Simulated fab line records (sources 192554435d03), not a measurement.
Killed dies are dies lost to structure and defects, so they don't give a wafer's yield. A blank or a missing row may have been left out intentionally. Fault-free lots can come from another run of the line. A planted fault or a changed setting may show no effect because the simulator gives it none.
Matching of chambers ; flow n5_finfet ; N5_BEOL_M2_ALD_84 on ald_metal-01: 4 sister chambers
The step deposits TaN, pulse time 2 s, purge time 3 s, co reactant purge time 2 s. 4 wafers are shown with their chamber, then 8 later ones without.

== WAFERS WITH THEIR CHAMBER ==
wafer;chamber;heater_power_w (W)
L088.5;1;443
L089.2;2;353
L089.5;0;463
L091.1;3;347

== WAFERS WHOSE CHAMBER IS MISSING ==
wafer;heater_power_w (W)
L091.2;438
L091.6;432
L093.2;447
L093.5;453
L093.6;439
L096.1;448
L096.2;355
L096.5;353

== EACH ONE'S CHAMBER ==
wafer;from the rows above;in truth
L091.2;1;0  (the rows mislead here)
L091.6;1;1
L093.2;can't be placed: 1 or 0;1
L093.5;can't be placed: 0 or 1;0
L093.6;1;1
L096.1;can't be placed: 1 or 0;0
L096.2;can't be placed: 2 or 3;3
L096.5;can't be placed: 2 or 3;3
Correctly placed: 2 of 8. Can't be placed from these rows: 5 (the true chamber is among the candidates in 5). Placed wrongly: 1.
How it was worked out, from the rows above alone: a wafer's distance from a chamber is the root of the sum, over the readings, of the square of ((its reading less the chamber's mean) divided by the reading's scatter). If the next closest chamber is less than 2 further off than the closest, the wafer can't be placed; otherwise it belongs to the closest. For every chamber, the mean is computed from those of its wafers that are shown. The scatter: root of mean squared gap, hidden wafer to nearest shown wafer, with one shown wafer a chamber.
